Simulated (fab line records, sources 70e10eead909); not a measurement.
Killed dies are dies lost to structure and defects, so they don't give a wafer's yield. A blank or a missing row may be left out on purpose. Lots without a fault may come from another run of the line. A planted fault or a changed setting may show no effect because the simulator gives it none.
fab line records | flow nand_harc
record lots=14 wafers=36 last_day=25
route steps=1159 shown P_ZERO_WELL@4 P_STI@85 END@1159
lots that met no fault: from a run of the same line without faults
start_h: hours from the record's first day to the start of the lot's first wafer shown | wait_h: hours since the lot's step before | " the same as in the row above | L1.1+2: a row that stands for several wafers | - no value, or no start given | * or withheld: withheld | < > ~ a bound
route shown NAME@n: a module of which the file shows steps, and the number in the route of the first | usual: mean/standard deviation of fault-free wafers | same: alike in all rows | chamber/n: place in a boat | sites: the reading at each site | _std_site: their standard deviation | _edge_site: outer sites' mean less inner sites' | radius_mm: how far each site lies from the wafer's centre | mask NAME#n: copy n | behind: the tool/chamber that last shaped the wafer | hold: why the lot was held/for how many hours/how that ended | device: the transistor (n, p or np) that didn't switch | end of line: the same wafers' tests at the end of the route | a step without rows: its recipe alone | killed: dies lost to structure and defects at the first sort, not the wafer's yield | map: a wafer's dies, x killed, . not, _ none there
set.NAME: the setting as run; set.NAME@STEP: as run at that earlier step | model.NAME: the simulator's own value behind a step, which no gauge read
steps of the route over a sample of lots; a table a step, a row a wafer
services: from which hour (start_h, from the record's first day; less than 0 if before it) a tool's chamber was out of use, for how many hours, and why
## steps
# step NHARC_P_ZERO_WELL_PECVD_02
# recipe target_thk_a=100 temp_c=400 pressure_torr=6.5 rf_w=withheld teos_flow_sccm=withheld flow_sccm=2650 target_thk_nm=10 gas=O2 material=SiO2
# usual chamber_pressure_Torr=6.501/0.013
# columns lot.wafer tool chamber start_h wait_h chamber_pressure_Torr
L605.3 pecvd-03 1 12.54 - 6.492
L605.1 " 2 " " 6.500
L605.5 " 2 " " 6.496
L606.1 pecvd-03 1 18.52 - 6.525
L606.6 " 2 " " 6.474
L606.4 " 1 " " 6.499
L608.3 pecvd-03 2 30.48 - 6.498
L608.6 " 1 " " 6.514
L608.4 " 0 " " 6.508
L609.2 pecvd-03 0 36.44 - 6.515
L609.3 " 2 " " 6.506
L609.6 " 0 " " 6.494
L610.2 pecvd-01 2 42.48 - 6.506
L610.3 " 0 " " 6.487
L610.6 " 0 " " 6.496
L611.3 pecvd-04 0 48.44 - 6.489
L611.1 " 2 " " 6.497
L611.5 " 0 " " 6.516
L612.3 pecvd-04 2 54.49 - 6.523
L612.2 " 0 " " 6.495
L612.4 " 2 " " 6.495
L614.1 pecvd-03 0 66.48 - 6.468
L614.5 " 0 " " 6.471
L614.6 " 1 " " 6.510
L615.3 pecvd-01 0 72.44 - 6.515
L615.2 " 2 " " 6.495
L615.5 " 0 " " 6.488
L617.3 pecvd-04 1 84.48 - 6.495
L617.5 " 0 " " 6.508
L617.6 " 1 " " 6.489
L621.2 pecvd-04 0 108.52 - 6.492
L622.3 pecvd-04 0 114.48 - 6.507
L625.4 pecvd-04 0 132.60 - 6.483
L628.2 pecvd-03 2 150.50 - 6.497
L628.3 " 0 " " 6.495
L628.6 " 2 " " 6.500
# step NHARC_P_ZERO_WELL_CD_MEAS_24
# recipe target_cd_nm=720 landing_energy_ev=500
# usual cd_nm=719.2/2.1
# columns lot.wafer tool chamber start_h wait_h cd_nm
L605.1 cd_sem-01 0 14.69 - 719.2
L605.3 " 0 " " 715.8
L605.5 " 0 " " 716.8
L606.1 cd_sem-02 0 20.38 - 720.7
L606.4 " 0 " " 721.7
L606.6 " 0 " " 720.2
L608.3 cd_sem-03 0 32.49 - 719.4
L608.4 " 0 " " 721.4
L608.6 " 0 " " 717.4
L609.2 cd_sem-01 0 38.46 - 722.5
L609.3 " 0 " " 721.0
L609.6 " 0 " " 718.8
L610.2 cd_sem-01 0 44.59 - 724.1
L610.3 " 0 " " 717.7
L610.6 " 0 " " 720.4
L611.1 cd_sem-03 0 50.57 - 719.5
L611.3 " 0 " " 713.8
L611.5 " 0 " " 723.9
L612.2 cd_sem-01 0 56.47 - 718.4
L612.3 " 0 " " 721.9
L612.4 " 0 " " 719.7
L614.1 cd_sem-03 0 68.46 - 721.5
L614.5 " 0 " " 718.7
L614.6 " 0 " " 719.0
L615.2 cd_sem-01 0 74.45 - 720.7
L615.3 " 0 " " 721.7
L615.5 " 0 " " 719.2
L617.3 cd_sem-02 0 86.47 - 721.6
L617.5 " 0 " " 722.1
L617.6 " 0 " " 718.6
L621.2 cd_sem-01 0 110.37 - 717.6
L622.3 cd_sem-03 0 116.48 - 716.0
L625.4 cd_sem-02 0 134.60 - 719.1
L628.2 cd_sem-01 0 152.72 - 719.7
L628.3 " 0 " " 717.5
L628.6 " 0 " " 720.2
# step NHARC_P_ZERO_WELL_DESCUM_54
# recipe time_s=3 o2_flow_sccm=200 ar_flow_sccm=0 bias_power_w=0 chemistry=O2
# usual drypump_motor_current_A=5.8/0.39 oes_product_au=0.996/0.014 rf_vpp_V=57.9/0.79 showerhead_plenum_p_Torr=1.95/0.072 throttle_valve_pct=11.312/0.0094
# same time_s=3
# columns lot.wafer tool chamber start_h wait_h drypump_motor_current_A oes_product_au rf_hours_counter_h rf_vpp_V showerhead_plenum_p_Torr throttle_valve_pct
L605.1 rie_diel-09 1 18.14 - 5.6 0.991 4 57.4 2.00 11.306
L605.3 " 0 " " 5.2 1.003 6 58.0 1.96 11.323
L605.5 " 2 " " 6.0 1.002 - 57.5 1.86 11.317
L606.4 rie_diel-09 2 23.88 - 5.9 0.997 7 59.3 1.86 11.329
L606.1 " 0 " " 5.2 0.994 6 56.8 1.96 11.304
L606.6 " 1 " " 5.7 0.980 - 59.3 2.00 11.315
L608.3 rie_diel-09 2 35.87 - 6.0 1.001 8 56.7 1.86 11.317
L608.4 " 3 " " 6.3 1.005 8 57.6 2.03 11.321
L608.6 " 1 " " 5.7 0.991 - 57.2 2.00 11.321
L609.2 rie_diel-09 2 41.79 - 6.0 1.011 8 58.3 1.86 11.321
L609.3 " 0 " " 5.2 1.004 7 58.8 1.96 11.322
L609.6 " 2 " " 5.9 0.999 - 56.5 1.86 11.302
L610.2 rie_diel-01 0 47.91 - 6.4 1.002 6 58.2 2.06 11.321
L610.3 " 2 " " 5.7 1.028 8 58.2 1.91 11.321
L610.6 " 0 " " 6.4 1.002 - 59.3 2.06 11.329
L611.3 rie_diel-03 3 53.89 - 5.7 0.990 1 57.4 1.83 11.308
L611.1 " 2 " " 5.6 0.990 1 57.8 1.87 11.317
L611.5 " 3 " " 5.7 0.993 - 57.0 1.83 11.317
L612.2 rie_diel-09 0 59.93 - 5.2 0.998 9 59.0 1.96 11.312
L612.3 " 2 " " 5.9 1.000 9 58.9 1.86 11.301
L612.4 " 3 " " 6.3 0.998 10 57.6 2.03 11.304
L614.1 rie_diel-09 0 71.78 - 5.2 1.005 10 57.2 1.96 11.327
L614.5 " 0 " " 5.2 1.003 - 58.0 1.96 11.324
L614.6 " 1 " " 5.7 0.985 - 58.3 2.00 11.313
L615.3 rie_diel-03 2 77.90 - 5.6 0.996 2 57.1 1.88 11.302
L615.2 " 1 " " 4.7 1.007 2 58.8 2.05 11.320
L615.5 " 2 " " 5.6 0.986 - 58.8 1.87 11.312
L617.3 rie_diel-09 3 90.17 - 6.3 1.012 0 57.8 2.03 11.312
L617.5 " 1 " " 5.7 0.989 - 58.0 2.00 11.309
L617.6 " 2 " " 6.0 1.003 - 59.5 1.86 11.300
L621.2 rie_diel-01 3 113.84 - 5.8 0.966 10 57.1 1.91 11.295
L622.3 rie_diel-01 1 119.99 - 5.5 0.998 13 57.1 1.92 11.314
L625.4 rie_diel-01 0 137.81 - 6.4 0.984 12 57.3 2.06 11.323
L628.2 rie_diel-03 1 156.01 - 4.7 1.014 7 58.7 2.05 11.313
L628.3 " 2 " " 5.6 1.002 9 57.1 1.87 11.300
L628.6 " 1 " " 4.7 1.009 - 58.7 2.05 11.316
# step NHARC_P_STI_INSPECT_11
# usual raw_defect_count=4.8/2.4
# columns lot.wafer tool chamber start_h wait_h hold raw_defect_count
L605.1 defect_inspect-02 - 35.19 0.0 - 3
L605.3 " - " " - 2
L605.5 " - " " - 5
L606.1 defect_inspect-01 - 40.87 0.0 - 4
L606.4 " - " " - 9
L606.6 " - " " - 6
L608.3 defect_inspect-01 - 52.94 0.0 - 4
L608.4 " - " " - 6
L608.6 " - " " - 8
L609.2 defect_inspect-01 - 60.72 0.0 - 5
L609.3 " - " " - 4
L609.6 " - " " - 3
L610.2 defect_inspect-02 - 65.30 0.0 - 3
L610.3 " - " " - 7
L610.6 " - " " - 3
L611.1 defect_inspect-01 - 74.58 0.0 - 2
L611.3 " - " " - 5
L611.5 " - " " - 2
L612.2 defect_inspect-02 - 74.74 0.0 - 3
L612.3 " - " " - 4
L612.4 " - " " - 3
L614.1 defect_inspect-01 - 89.10 0.0 - 5
L614.5 " - " " - 5
L614.6 " - " " - 7
L615.2 defect_inspect-02 - 95.07 0.0 - 7
L615.3 " - " " - 4
L615.5 " - " " - 4
L617.3 defect_inspect-02 - 107.39 0.0 - 10
L617.5 " - " " - 7
L617.6 " - " " - 2
L621.2 defect_inspect-01 - 127.50 0.0 await_dispo/0.2h/release 18
L621.2 defect_inspect-01 - 127.67 0.2 - 20
L622.3 defect_inspect-02 - 137.23 0.0 await_dispo/0.2h/release 20
L622.3 defect_inspect-02 - 137.40 0.2 - 23
L625.4 defect_inspect-02 - 157.88 0.0 await_dispo/0.2h/release 15
L625.4 defect_inspect-02 - 158.05 0.2 - 15
L628.2 defect_inspect-01 - 169.55 0.0 - 3
L628.3 " - " " - 4
L628.6 " - " " - 4
# step NHARC_P_STI_HARDBAKE_13
# recipe temp_c=118 time_s=65
# same time_s=65
# columns lot.wafer tool chamber start_h wait_h hold
L605.1+3+5 litho_track-05 0 35.25 0.1 -
L606.1+4+6 litho_track-07 0 40.93 0.1 -
L608.3+4+6 litho_track-05 0 53.00 0.1 -
L609.2+3+6 litho_track-02 0 60.78 0.1 -
L610.2+3+6 litho_track-07 0 65.36 0.1 -
L611.1+3+5 litho_track-02 0 74.64 0.1 -
L612.2+3+4 litho_track-02 0 74.80 0.1 -
L614.1+5+6 litho_track-07 0 89.15 0.1 -
L615.2+3+5 litho_track-02 0 95.13 0.1 -
L617.3+5+6 litho_track-07 0 107.46 0.1 -
L621.2 litho_track-02 0 130.47 2.8 await_dispo/2.7h/release
L622.3 litho_track-02 0 140.55 3.1 await_dispo/3.1h/release
L625.4 litho_track-07 0 161.90 3.8 await_dispo/3.8h/release
L628.2+3+6 litho_track-07 0 169.61 0.1 -
# step NHARC_P_STI_OCD_MEAS_43
# usual trench_depth_nm=301/4.7 trench_foot_cd_nm=157.5/3
# columns lot.wafer tool chamber start_h wait_h trench_depth_nm trench_foot_cd_nm
L605.1 ocd-02 - 36.36 - 303 157.8
L605.3 " - " " 296 157.3
L605.5 " - " " 301 158.6
L606.1 ocd-02 - 42.05 - 306 157.1
L606.4 " - " " 311 155.4
L606.6 " - " " 299 155.6
L608.3 ocd-02 - 54.15 - 296 155.9
L608.4 " - " " 307 156.5
L608.6 " - " " 305 155.0
L609.2 ocd-01 - 61.89 - 309 155.9
L609.3 " - " " 308 153.1
L609.6 " - " " 297 155.9
L610.2 ocd-01 - 66.56 - 301 159.7
L610.3 " - " " 302 162.9
L610.6 " - " " 307 159.2
L611.1 ocd-02 - 75.76 - 295 160.6
L611.3 " - " " 299 165.0
L611.5 " - " " 295 165.2
L612.2 ocd-01 - 75.95 - 298 160.1
L612.3 " - " " 306 162.0
L612.4 " - " " 295 155.8
L614.1 ocd-02 - 90.28 - 314 154.7
L614.5 " - " " 301 154.5
L614.6 " - " " 302 155.5
L615.2 ocd-02 - 96.24 - 305 155.6
L615.3 " - " " 304 154.9
L615.5 " - " " 303 154.4
L617.3 ocd-02 - 108.57 - 292 160.4
L617.5 " - " " 301 153.7
L617.6 " - " " 301 155.8
L621.2 ocd-02 - 132.19 - 308 157.1
L622.3 ocd-02 - 141.75 - 305 156.4
L625.4 ocd-01 - 163.01 - 304 161.8
L628.2 ocd-01 - 170.72 - 308 153.1
L628.3 " - " " 299 156.1
L628.6 " - " " 303 156.6
# step NHARC_END_SORT_01
# recipe temp_c=25
# usual killed_at_array=29/11 killed_at_other=0.5/0.89 killed_at_periphery=3.3/2 killed_dies=32/11 killed_open=3.1/1.9 killed_short=2.3/1.6
# same gross_dies=677
# columns lot.wafer tool chamber start_h wait_h killed_at_array killed_at_other killed_at_periphery killed_dies killed_open killed_short
L625.4 prober-01 0 572.29 3.5 39 0 13 52 1 1
L622.3 prober-01 0 576.14 3.1 14 0 19 33 3 3
L621.2 prober-01 0 604.75 2.8 34 1 14 49 3 1
# killed by level:class
L625.4 A_SLIT:chamber_film_flake=17 P_ZERO_WELL:unspecified=10 A_CHANNEL_HOLE_D1:chamber_film_flake=9 A_WL_FILL:chamber_film_flake=4 P_GATE:chamber_film_flake=3 A_CONTACT:chamber_film_flake=3 A_BLC:chamber_film_flake=2 A_CHANNEL_FILL_D1:geometric_particle:short=1
L622.3 P_ZERO_WELL:unspecified=10 A_CHANNEL_HOLE_D1:chamber_film_flake=5 P_ZERO_WELL:chamber_film_flake=4 A_M1:chamber_film_flake=3 A_WL_FILL:geometric_particle:short=2 A_CONTACT:geometric_particle:open=2 P_STI:chamber_film_flake=2 P_GATE:chamber_film_flake=2
L621.2 A_CHANNEL_HOLE_D1:chamber_film_flake=18 P_ZERO_WELL:unspecified=11 A_CONTACT:chamber_film_flake=4 A_M1:chamber_film_flake=4 A_CHANNEL_FILL_D1:chamber_film_flake=2 A_STAIRCASE:chamber_film_flake=2 A_WL_FILL:chamber_film_flake=2 P_GATE:geometric_particle:open=1
## services
# columns tool chamber start_h hours kind
litho_track-02 - -10.00 7.0 pm
pecvd-03 - -7.94 1.0 repair
pecvd-01 - 10.96 1.9 repair
litho_track-07 - 14.00 7.0 pm
pecvd-04 - 14.14 13.0 pm
rie_diel-03 3 22.19 6.4 repair
rie_diel-03 - 38.30 9.0 pm
pecvd-01 - 56.00 13.0 pm
litho_track-05 - 62.00 7.0 pm
rie_diel-01 1 71.18 3.9 repair
pecvd-04 - 74.78 1.0 repair
rie_diel-09 - 77.14 9.0 pm
rie_diel-03 2 86.17 4.3 repair
rie_diel-01 1 91.48 2.3 repair
pecvd-04 - 101.90 0.7 repair
pecvd-03 - 111.00 13.0 pm
rie_diel-01 2 128.26 7.2 repair
rie_diel-01 - 138.09 9.0 pm
rie_diel-03 1 143.47 8.0 repair
pecvd-03 1 149.42 10.9 repair
rie_diel-09 1 153.32 1.7 repair
rie_diel-01 2 160.90 5.5 repair
pecvd-01 - 162.90 1.1 repair
litho_track-02 - 165.00 7.0 pm
## key
first_sign step=NHARC_P_STI_INSPECT_11 reading=raw_defect_count direction=up sigmas=5.4 usual=4.8 struck=17.7
effect step=NHARC_P_STI_INSPECT_11 reading=hold direction=added
effect step=NHARC_END_SORT_01 reading=killed_at_periphery direction=up sigmas=5.9 usual=3.3 struck=15.3
met_at NHARC_P_ZERO_WELL_PECVD_02
struck_lots L621,L622,L625
struck_wafers L621.2,L622.3,L625.4
tester_left_out L621,L622,L625
not_acting_at NHARC_P_ZERO_WELL_CD_MEAS_24,NHARC_P_ZERO_WELL_DESCUM_54,NHARC_P_STI_OCD_MEAS_43
onset_between 84.48 108.52
fault kind=chamber_particle_source tool=pecvd-04 chamber=0 onset_h=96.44 steps=NHARC_P_ZERO_WELL_PECVD_02 rate_per_visit_cm2=0.018819 end_h=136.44
# tester_left_out: of these lots the tester's yield and bins aren't shown, on N5 and GAA mostly nor the transistor test; their killed dies are dies lost to structure and defects alone, not to doping, threshold or leakage, so they don't give the yield
